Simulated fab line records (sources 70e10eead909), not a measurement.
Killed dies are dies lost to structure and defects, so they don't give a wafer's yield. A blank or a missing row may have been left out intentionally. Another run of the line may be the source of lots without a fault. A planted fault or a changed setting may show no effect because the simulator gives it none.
fab line records | flow nandHarc
record lots=12 | wafers=36 | lastDay=35
route steps=1302 shown P_STI@96 P_GATE@149
lots that met no fault: from a run of the same line without faults
startH: hours from the record's first day to the start of the lot's first wafer shown | waitH: how many hours have passed since the lot's step before this one | " identical to the entry in the row above | L1.1+2: several wafers, shown together as one row | - value missing, or start not given | * or withheld: withheld | < > ~ a bound
route shown NAME@n: NAME is a module with steps in the file, n the number in the route of the first one | usual: mean/standard deviation taken from wafers without a fault | same: alike in all rows | chamber/n: place in a boat | sites: per-site readings | _std_site: the standard deviation of these | _edge_site: outer sites' mean less inner sites' | radiusMm: how far each site lies from the wafer's centre | mask NAME#n: copy n | behind: the tool/chamber that last shaped the wafer | hold: reason for holding the lot/hours on hold/outcome of the hold | device: which transistor (n, p or np) failed to switch | end of line: the route-end tests of the same wafers | a step with no rows: only its recipe | killed: dies lost to structure and defects at the first sort, not the wafer's yield | map: dies across one wafer; x = killed, . = not, _ = none there
set.NAME: the setting the step ran with; set.NAME@STEP: the setting that earlier step ran with | model.NAME: the simulator's own value behind a step, which no gauge read
steps of the route over a sample of lots; a table a step, a row a wafer
services: a tool's chamber out of use, with start hour (startH, from the record's first day; less than 0 if before it), hours out, and reason
## steps
# step NHARC_P_STI_OCD_MEAS_43
# usual trenchDepthNm=299/4.2 | trenchFootCdNm=158.7/2.5
lot.wafer | tool   | chamber | startH | waitH | trenchDepthNm | trenchFootCdNm
L803.2    | ocd-01 | -       | 48.54  | -     | 298           | 158.8
L803.5    | "      | -       | "      | "     | 302           | 158.5
L803.6    | "      | -       | "      | "     | 302           | 159.2
L804.3    | ocd-02 | -       | 54.16  | -     | 303           | 154.7
L804.4    | "      | -       | "      | "     | 297           | 157.9
L804.6    | "      | -       | "      | "     | 303           | 155.5
L807.1    | ocd-01 | -       | 84.29  | -     | 298           | 160.7
L807.2    | "      | -       | "      | "     | 297           | 161.2
L807.3    | "      | -       | "      | "     | 303           | 157.1
L809.1    | ocd-01 | -       | 104.73 | -     | 294           | 159.1
L809.2    | "      | -       | "      | "     | 298           | 157.5
L809.5    | "      | -       | "      | "     | 298           | 156.8
L816.2    | ocd-01 | -       | 177.81 | -     | 299           | 158.1
L816.3    | "      | -       | "      | "     | 296           | 160.7
L816.5    | "      | -       | "      | "     | 304           | 159.0
L817.1    | ocd-01 | -       | 186.49 | -     | 291           | 161.7
L817.2    | "      | -       | "      | "     | 294           | 163.3
L817.4    | "      | -       | "      | "     | 294           | 162.2
L818.1    | ocd-02 | -       | 193.58 | -     | 298           | 161.0
L818.5    | "      | -       | "      | "     | 301           | 158.7
L818.6    | "      | -       | "      | "     | 298           | 161.3
L819.2    | ocd-02 | -       | 203.89 | -     | 310           | 154.5
L819.3    | "      | -       | "      | "     | 301           | 159.4
L819.6    | "      | -       | "      | "     | 310           | 158.7
L820.1    | ocd-01 | -       | 213.47 | -     | 304           | 154.5
L820.4    | "      | -       | "      | "     | 302           | 157.9
L820.5    | "      | -       | "      | "     | 304           | 157.4
L821.1    | ocd-01 | -       | 228.81 | -     | 289           | 162.6
L821.3    | "      | -       | "      | "     | 303           | 160.5
L821.5    | "      | -       | "      | "     | 292           | 161.5
L823.2    | ocd-01 | -       | 245.69 | -     | 301           | 158.0
L823.4    | "      | -       | "      | "     | 291           | 158.5
L823.5    | "      | -       | "      | "     | 289           | 159.8
L824.3    | ocd-02 | -       | 255.80 | -     | 293           | 158.5
L824.5    | "      | -       | "      | "     | 296           | 156.3
L824.6    | "      | -       | "      | "     | 299           | 154.8
# step NHARC_P_GATE_ETCH_32
# recipe targetDepthA=1500 | overEtchFrac=1 | overEtchIonEnergyEv=40 | timeS=100.1 | hbrFlowSccm=150 | cl2FlowSccm=50 | rfW=400 | icpW=400 | biasW=100 | chemistry=HBr/Cl2
# usual drypumpMotorCurrentA=5.8/0.54 | oesProductAu=0.997/0.012 | overEtchFrac=1/0 | throttleValvePct=26.405/0.0085
# same timeS=100.1
lot.wafer | tool     | chamber | startH | waitH | drypumpMotorCurrentA | oesProductAu | overEtchFrac | rfHoursCounterH | throttleValvePct
L803.2    | rieSi-01 | 2       | 98.44  | -     | 5.8                  | 1.021        | 1            | 0.5             | 26.409
L803.6    | "        | 2       | "      | "     | 5.8                  | 1.011        | 1            | -               | 26.414
L803.5    | "        | 3       | "      | "     | 5.9                  | 1.015        | 1            | -               | 26.412
L804.3    | rieSi-05 | 0       | 105.47 | -     | 5.3                  | 0.992        | 1            | 0.8             | 26.404
L804.4    | "        | 1       | "      | "     | 6.8                  | 0.998        | 1            | 0.8             | 26.393
L804.6    | "        | 1       | "      | "     | 6.9                  | 1.004        | 1            | -               | 26.412
L807.3    | rieSi-06 | 3       | 135.77 | -     | 6.3                  | 0.977        | 1.9157       | 0.4             | 26.412
L807.1    | "        | 1       | "      | "     | 4.8                  | 1.001        | 1.9157       | 0.4             | 26.394
L807.2    | "        | 2       | "      | "     | 5.7                  | 0.995        | 1            | 0.3             | 26.386
L809.2    | rieSi-06 | 2       | 158.43 | -     | 5.7                  | 0.990        | 1            | 0.5             | 26.429
L809.1    | "        | 3       | "      | "     | 6.3                  | 0.979        | 1.9157       | 0.6             | 26.414
L809.5    | "        | 2       | "      | "     | 5.8                  | 0.984        | 1            | -               | 26.407
L816.2    | rieSi-05 | 2       | 241.14 | -     | 5.4                  | 1.005        | 1            | 0.5             | 26.402
L816.3    | "        | 0       | "      | "     | 5.3                  | 0.989        | 1            | 0.5             | 26.410
L816.5    | "        | 0       | "      | "     | 5.3                  | 1.003        | 1            | -               | 26.415
L818.1    | rieSi-06 | 3       | 241.77 | -     | 6.3                  | 0.990        | 1            | 1.1             | 26.403
L818.5    | "        | 3       | "      | "     | 6.3                  | 0.993        | 1            | -               | 26.412
L818.6    | "        | 0       | "      | "     | 6.0                  | 0.995        | 1            | -               | 26.403
L817.1    | rieSi-06 | 3       | 242.10 | -     | 6.3                  | 0.989        | 1            | 1.2             | 26.402
L817.2    | "        | 1       | "      | "     | 4.8                  | 1.010        | 1            | 1.2             | 26.399
L817.4    | "        | 3       | "      | "     | 6.3                  | 0.990        | 1            | -               | 26.401
L819.3    | rieSi-06 | 1       | 258.45 | -     | 4.8                  | 0.983        | 1            | 0.0             | 26.408
L819.2    | "        | 3       | "      | "     | 6.3                  | 0.994        | 1            | 0.0             | 26.413
L819.6    | "        | 1       | "      | "     | 4.8                  | 0.994        | 1            | -               | 26.416
L820.1    | rieSi-01 | 1       | 267.31 | -     | 6.1                  | 0.994        | 1            | 0.3             | 26.408
L820.4    | "        | 0       | "      | "     | 6.1                  | 1.012        | 1            | -               | 26.401
L820.5    | "        | 1       | "      | "     | 6.1                  | 0.999        | 1            | -               | 26.406
L821.1    | rieSi-06 | 3       | 286.91 | -     | 6.3                  | 0.981        | 1            | 0.2             | 26.401
L821.3    | "        | 0       | "      | "     | 6.0                  | 0.995        | 1            | 0.2             | 26.397
L821.5    | "        | 0       | "      | "     | 6.0                  | 0.986        | 1            | -               | 26.412
L823.2    | rieSi-06 | 0       | 296.40 | -     | 6.0                  | 0.985        | 1            | 0.3             | 26.408
L823.4    | "        | 2       | "      | "     | 5.7                  | 0.994        | 1            | 0.1             | 26.376
L823.5    | "        | 0       | "      | "     | 6.0                  | 0.990        | 1            | -               | 26.397
L824.3    | rieSi-06 | 1       | 313.42 | -     | 4.8                  | 0.983        | 1            | 0.4             | 26.403
L824.5    | "        | 2       | "      | "     | 5.8                  | 0.985        | 1            | -               | 26.397
L824.6    | "        | 3       | "      | "     | 6.3                  | 0.977        | 1            | -               | 26.409
# step NHARC_P_GATE_STRIP_108
# recipe o2FlowSccm=500 | arFlowSccm=0 | biasW=0 | chemistry=O2
# usual drypumpMotorCurrentA=5.8/0.34 | mfcArSccm=0.014/0.016 | oesProductAu=0.999/0.0098 | rfVppV=57.8/1 | showerheadPlenumPTorr=3.52/0.16 | throttleValvePct=17.036/0.0088
lot.wafer | tool       | chamber | startH | waitH | drypumpMotorCurrentA | mfcArSccm | oesProductAu | rfHoursCounterH | rfVppV | showerheadPlenumPTorr | throttleValvePct
L803.2    | rieDiel-03 | 2       | 98.65  | -     | 5.5                  | 0.041     | 1.004        | 6               | 57.8   | 3.42                  | 17.045
L803.6    | "          | 2       | "      | "     | 5.6                  | 0.041     | 1.008        | -               | 57.6   | 3.42                  | 17.033
L803.5    | "          | 0       | "      | "     | 5.3                  | 0.018     | 0.997        | -               | 57.7   | 3.30                  | 17.027
L804.3    | rieDiel-10 | 2       | 105.66 | -     | 5.7                  | 0         | 1.009        | 1               | 58.1   | 3.32                  | 17.021
L804.4    | "          | 3       | "      | "     | 6.0                  | 0.002     | 1.001        | 2               | 60.7   | 3.71                  | 17.041
L804.6    | "          | 0       | "      | "     | 6.4                  | 0.042     | 1.007        | -               | 58.5   | 3.65                  | 17.046
L807.2    | rieDiel-10 | 2       | 135.93 | -     | 5.7                  | 0         | 1.006        | 3               | 56.4   | 3.31                  | 17.037
L807.1    | "          | 3       | "      | "     | 6.0                  | 0.002     | 0.999        | 4               | 58.8   | 3.71                  | 17.029
L807.3    | "          | 1       | "      | "     | 6.0                  | 0.018     | 1.016        | 4               | 58.1   | 3.44                  | 17.029
L809.1    | rieDiel-10 | 3       | 158.59 | -     | 5.9                  | 0.002     | 0.997        | 5               | 58.8   | 3.71                  | 17.048
L809.2    | "          | 0       | "      | "     | 6.4                  | 0.042     | 1.000        | 5               | 57.4   | 3.65                  | 17.036
L809.5    | "          | 0       | "      | "     | 6.4                  | 0.042     | 1.001        | -               | 58.2   | 3.65                  | 17.038
L816.3    | rieDiel-10 | 3       | 241.35 | -     | 5.9                  | 0.002     | 1.003        | 10              | 58.9   | 3.71                  | 17.033
L816.2    | "          | 0       | "      | "     | 6.4                  | 0.042     | 1.001        | 9               | 55.6   | 3.65                  | 17.022
L816.5    | "          | 2       | "      | "     | 5.7                  | 0         | 1.006        | -               | 57.9   | 3.31                  | 17.026
L818.1    | rieDiel-10 | 0       | 241.96 | -     | 6.4                  | 0.042     | 1.004        | 9               | 58.1   | 3.65                  | 17.033
L818.5    | "          | 3       | "      | "     | 5.9                  | 0.002     | 1.003        | -               | 58.0   | 3.71                  | 17.030
L818.6    | "          | 0       | "      | "     | 6.4                  | 0.042     | 1.007        | -               | 58.7   | 3.65                  | 17.038
L817.1    | rieDiel-10 | 1       | 242.29 | -     | 6.0                  | 0.018     | 1.003        | 8               | 57.3   | 3.43                  | 17.042
L817.4    | "          | 2       | "      | "     | 5.7                  | 0         | 0.999        | 9               | 57.0   | 3.31                  | 17.043
L817.2    | "          | 3       | "      | "     | 5.9                  | 0.002     | 0.997        | 10              | 58.9   | 3.71                  | 17.029
L819.3    | rieDiel-10 | 2       | 258.64 | -     | 5.7                  | 0         | 1.002        | 0               | 57.3   | 3.31                  | 17.042
L819.2    | "          | 0       | "      | "     | 6.4                  | 0.042     | 1.006        | 0               | 56.3   | 3.65                  | 17.037
L819.6    | "          | 2       | "      | "     | 5.7                  | 0         | 0.993        | -               | 59.1   | 3.31                  | 17.024
L820.1    | rieDiel-03 | 0       | 267.47 | -     | 5.3                  | 0.018     | 0.980        | 7               | 57.8   | 3.30                  | 17.032
L820.4    | "          | 1       | "      | "     | 6.1                  | 0         | 0.996        | 8               | 58.6   | 3.66                  | 17.049
L820.5    | "          | 3       | "      | "     | 5.8                  | 0         | 1.000        | -               | 56.2   | 3.31                  | 17.042
L821.1    | rieDiel-06 | 3       | 287.07 | -     | 5.3                  | 0         | 0.990        | 10              | 56.4   | 3.64                  | 17.020
L821.3    | "          | 2       | "      | "     | 6.0                  | 0.029     | 0.990        | 9               | 57.3   | 3.50                  | 17.033
L821.5    | "          | 0       | "      | "     | 5.3                  | 0.011     | 1.008        | -               | 57.9   | 3.66                  | 17.031
L823.2    | rieDiel-10 | 2       | 296.59 | -     | 5.7                  | 0         | 1.003        | 3               | 57.7   | 3.31                  | 17.031
L823.5    | "          | 3       | "      | "     | 5.9                  | 0.002     | 1.007        | -               | 58.5   | 3.70                  | 17.027
L823.4    | "          | 2       | "      | "     | 5.7                  | 0         | 0.992        | -               | 57.2   | 3.31                  | 17.033
L824.3    | rieDiel-10 | 3       | 313.58 | -     | 5.9                  | 0.002     | 1.012        | 4               | 57.8   | 3.70                  | 17.052
L824.6    | "          | 0       | "      | "     | 6.4                  | 0.042     | 0.994        | -               | 58.2   | 3.65                  | 17.044
L824.5    | "          | 1       | "      | "     | 6.0                  | 0.018     | 1.009        | -               | 56.4   | 3.43                  | 17.040
# step NHARC_P_GATE_ALD_36
# recipe targetThkA=200 | pulseTimeS=60 | aldCycles=223 | tempC=400 | material=SiNx
# usual heaterPowerW=876/98 | precursorPulseHeightRel=0.994/0.021
lot.wafer | tool      | chamber | startH | waitH | heaterPowerW | precursorPulseHeightRel | sinceWetCleanH
L803.2    | aldSin-04 | 0       | 102.46 | -     | 745          | 1.029                   | 19
L803.5    | "         | 1       | 103.51 | -     | 866          | 1.016                   | -
L803.6    | "         | 2       | 104.57 | -     | 710          | 0.983                   | -
L804.3    | aldSin-01 | 3       | 107.32 | -     | 896          | 0.949                   | 64
L804.4    | "         | 0       | 108.38 | -     | 916          | 1.001                   | 65
L804.6    | "         | 3       | 111.55 | -     | 864          | 0.985                   | -
L807.1    | aldSin-01 | 0       | 137.66 | -     | 897          | 0.975                   | 94
L807.2    | "         | 1       | 138.73 | -     | 735          | 0.992                   | 95
L807.3    | "         | 2       | 139.79 | -     | 941          | 0.949                   | 96
L809.1    | aldSin-04 | 0       | 160.61 | -     | 766          | 0.953                   | 77
L809.2    | "         | 1       | 162.00 | -     | 867          | 0.985                   | 78
L809.5    | "         | 0       | 164.79 | -     | 741          | 0.968                   | -
L816.3    | aldSin-01 | 3       | 241.95 | -     | 907          | 0.944                   | 21
L816.2    | "         | 1       | 244.04 | -     | 697          | 1.025                   | 23
L816.5    | "         | 3       | 246.14 | -     | 874          | 1.021                   | -
L817.4    | aldSin-04 | 0       | 242.92 | -     | 750          | 0.964                   | 159
L817.2    | "         | 1       | 243.98 | -     | 888          | 1.000                   | 160
L817.1    | "         | 2       | 245.04 | -     | 720          | 1.023                   | 161
L818.1    | aldSin-03 | 2       | 244.66 | -     | 991          | 0.986                   | 63
L818.5    | "         | 0       | 246.74 | -     | 831          | 0.998                   | -
L818.6    | "         | 1       | 247.79 | -     | 1014         | 0.972                   | -
L819.2    | aldSin-01 | 2       | 261.41 | -     | 920          | 0.974                   | 40
L819.3    | "         | 3       | 262.47 | -     | 898          | 1.000                   | 41
L819.6    | "         | 1       | 264.61 | -     | 700          | 1.013                   | -
L820.1    | aldSin-03 | 0       | 269.16 | -     | 834          | 0.969                   | 87
L820.4    | "         | 1       | 270.24 | -     | 998          | 0.978                   | 89
L820.5    | "         | 0       | 273.46 | -     | 820          | 0.980                   | -
L821.1    | aldSin-04 | 3       | 289.85 | -     | 991          | 1.033                   | 28
L821.3    | "         | 0       | 290.92 | -     | 786          | 1.030                   | 29
L821.5    | "         | 1       | 291.99 | -     | 861          | 0.993                   | -
L823.2    | aldSin-03 | 2       | 298.29 | -     | 987          | 0.960                   | 117
L823.4    | "         | 0       | 300.44 | -     | 839          | 1.020                   | 119
L823.5    | "         | 2       | 302.60 | -     | 1009         | 0.994                   | -
L824.3    | aldSin-04 | 2       | 317.29 | -     | 806          | 0.968                   | 55
L824.6    | "         | 3       | 318.33 | -     | 1046         | 1.008                   | -
L824.5    | "         | 0       | 319.37 | -     | 777          | 0.996                   | -
## services
tool       | chamber | startH | hours | kind
aldSin-04  | -       | 76.00  | 10.0  | pm
rieDiel-03 | -       | 85.81  | 0.7   | repair
aldSin-03  | 1       | 99.12  | 9.9   | repair
rieDiel-10 | 3       | 108.30 | 13.7  | repair
aldSin-04  | 0       | 108.72 | 9.0   | repair
rieSi-06   | 1       | 112.89 | 1.2   | repair
rieDiel-10 | 0       | 123.74 | 16.0  | repair
rieDiel-10 | 3       | 143.60 | 7.4   | repair
aldSin-04  | 2       | 155.68 | 7.9   | repair
rieDiel-10 | 1       | 167.77 | 4.6   | repair
aldSin-03  | -       | 173.83 | 10.0  | pm
aldSin-01  | -       | 182.38 | 0.8   | repair
rieSi-06   | 1       | 201.71 | 6.7   | repair
aldSin-01  | 1       | 209.86 | 11.2  | repair
aldSin-01  | -       | 213.52 | 10.0  | pm
rieDiel-10 | 1       | 229.23 | 3.6   | repair
rieSi-06   | 2       | 231.72 | 42.9  | repair
aldSin-01  | -       | 239.15 | 1.5   | repair
rieDiel-10 | -       | 242.52 | 9.0   | pm
rieSi-06   | -       | 249.00 | 9.0   | pm
aldSin-04  | -       | 254.00 | 10.0  | pm
rieDiel-10 | 3       | 268.98 | 4.8   | repair
aldSin-01  | 3       | 273.82 | 8.8   | repair
rieDiel-10 | 1       | 288.83 | 10.4  | repair
## key
firstSign step=NHARC_P_GATE_ETCH_32 | reading=overEtchFrac | direction=up | sigmas=99+ | usual=1 | struck=1.9157
effect none on later readings
metAt NHARC_P_GATE_ETCH_32
struckLots L807,L809
struckWafers L807.1,L807.3,L809.1
testerLeftOut L807,L809
notActingAt NHARC_P_STI_OCD_MEAS_43,NHARC_P_GATE_STRIP_108,NHARC_P_GATE_ALD_36
fault kind=processParameterDrift | tool=rieSi-06 | chamber=- | onsetH=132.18 | steps=NHARC_P_GATE_ETCH_32 | channel=overEtchFrac | offset=0.91567 | shape=step | endH=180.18 | scope=struckWafersOnly | stated=1
# testerLeftOut: of these lots the tester's yield and bins aren't shown, on N5 and GAA mostly nor the transistor test; their killed dies are dies lost to structure and defects alone, not to doping, threshold or leakage, so they don't give the yield
